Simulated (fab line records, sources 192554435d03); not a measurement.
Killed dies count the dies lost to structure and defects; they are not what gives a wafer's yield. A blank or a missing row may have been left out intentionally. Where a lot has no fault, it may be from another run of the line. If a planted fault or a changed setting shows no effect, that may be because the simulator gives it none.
Split-lot study	flow n5-finfet	39 wafers read across 7 lots, on a route 1938 steps long

## THE SPLIT ITSELF
At N5_SD_EPI_P_ETCH_36 (etches SiARC in CF4, target depth 45.5 nm, time 75.8 s), the setting bias-w was moved away from the recipe's 36 W on 15 of the 39 wafers read, by -15.8% to +14.6%. For the rest of the wafers, this setting stayed at what the recipe calls for.

Reading taken at the split's own step.

## THE READING
rf-vpp-V, in V, at N5_SD_EPI_P_ETCH_36 (etches SiARC in CF4, target depth 45.5 nm, time 75.8 s). Typical for fault-free wafers on this fab line: 184.2 V, with standard deviation 1.2 V.

wafer	tool, chamber at the split	bias-w as run, W	against the recipe	rf-vpp-V, V	against lot-mates on the recipe
L075.2	rie-diel-03, 2	36	recipe	185.2	-
L075.3	rie-diel-03, 3	36	recipe	185.9	-
L075.5	rie-diel-03, 3	36	recipe	186.5	-
L076.1	rie-diel-03, 2	36	recipe	182.4	-
L076.2	rie-diel-03, 1	41.25	+14.6%	200.2	+17.4
L076.3	rie-diel-03, 0	36	recipe	183.4	-
L076.4	rie-diel-03, 3	41.25	+14.6%	201.4	+18.6
L076.5	rie-diel-03, 2	41.25	+14.6%	202.2	+19.4
L076.6	rie-diel-03, 1	36	recipe	182.5	-
L083.1	rie-diel-03, 3	36	recipe	184.4	-
L083.2	rie-diel-03, 0	36	recipe	184.9	-
L083.3	rie-diel-03, 2	36	recipe	185.1	-
L083.4	rie-diel-03, 1	36	recipe	183.7	-
L083.5	rie-diel-03, 1	36	recipe	183.2	-
L083.6	rie-diel-03, 2	36	recipe	185.5	-
L085.1	rie-diel-05, 0	36	recipe	183.4	-
L085.2	rie-diel-05, 1	30.33	-15.8%	165.7	-17.9
L085.3	rie-diel-05, 3	30.33	-15.8%	165.2	-18.4
L085.4	rie-diel-05, 2	30.33	-15.8%	163.4	-20.2
L085.5	rie-diel-05, 0	36	recipe	183.8	-
L085.6	rie-diel-05, 3	36	recipe	183.6	-
L088.1	rie-diel-02, 1	40.85	+13.5%	198.6	+14.3
L088.2	rie-diel-02, 0	36	recipe	185.1	-
L088.3	rie-diel-02, 3	40.85	+13.5%	197.3	+13.0
L088.4	rie-diel-02, 2	40.85	+13.5%	201.0	+16.7
L088.5	rie-diel-02, 0	36	recipe	185.5	-
L088.6	rie-diel-02, 1	36	recipe	182.2	-
L091.1	rie-diel-02, 0	37.74	+4.8%	191.3	+8.3
L091.2	rie-diel-02, 3	36	recipe	182.1	-
L091.3	rie-diel-02, 2	37.74	+4.8%	190.4	+7.4
L091.4	rie-diel-02, 2	37.74	+4.8%	190.7	+7.7
L091.5	rie-diel-02, 3	36	recipe	182.9	-
L091.6	rie-diel-02, 0	36	recipe	184.1	-
L094.1	rie-diel-02, 1	37.98	+5.5%	190.7	+7.1
L094.2	rie-diel-02, 0	36	recipe	185.0	-
L094.3	rie-diel-02, 2	36	recipe	183.1	-
L094.4	rie-diel-02, 3	36	recipe	182.7	-
L094.5	rie-diel-02, 2	37.98	+5.5%	190.8	+7.2
L094.6	rie-diel-02, 1	37.98	+5.5%	190.3	+6.7

FIT RESULTS
A straight line over all 39 wafers: rf-vpp-V changes by +1.19 V for each +1% of bias-w; r = +0.99; the points scatter about the line by 1.2 V.
The same after taking each lot's own level away (the mean of its wafers on the recipe; 39 wafers): +1.2 V for each +1%; r = +0.99; scatter 1.2 V.
Per that fit: largest bias-w move, reading shift of 19 V.
The span of the lots' own levels, 182.77 to 185.87 V, comes to 2.6 times the standard deviation stated above.
So the lot-to-lot level changes the slope little: the two slopes agree.
Check: with one of the wafers moved furthest among these (-15.8%) left out of the fit, the line predicts -19 V for it against its lot-mates. Against them it came out at -17.9 V.
Tool readings at the split's step, against how far the setting was moved: rf-vpp-V r = +0.99.

## ADDITIONAL SPLITS CARRIED BY THESE WAFERS
Other splits were also applied to these wafers ahead of the reading. Each is held against what the fit with the lots' levels taken away leaves over:
other split on the same wafers	wafers away from the commonest value	r with rf-vpp-V (lot level and that fit taken away)
N5_WELL_APT_IMPLANT_15 energy-kev	12	-0.40
N5_WELL_APT_IMPLANT_31 energy-kev	12	+0.00
N5_DUMMY_GATE_EXPOSE_12 dose-mj	12	+0.06
N5_DUMMY_GATE_ETCH_44 target-depth-a	15	+0.02

## THE FILE'S OWN FIT
rf-vpp-V changes by +1.21 V for each +1% of bias-w, r = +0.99.
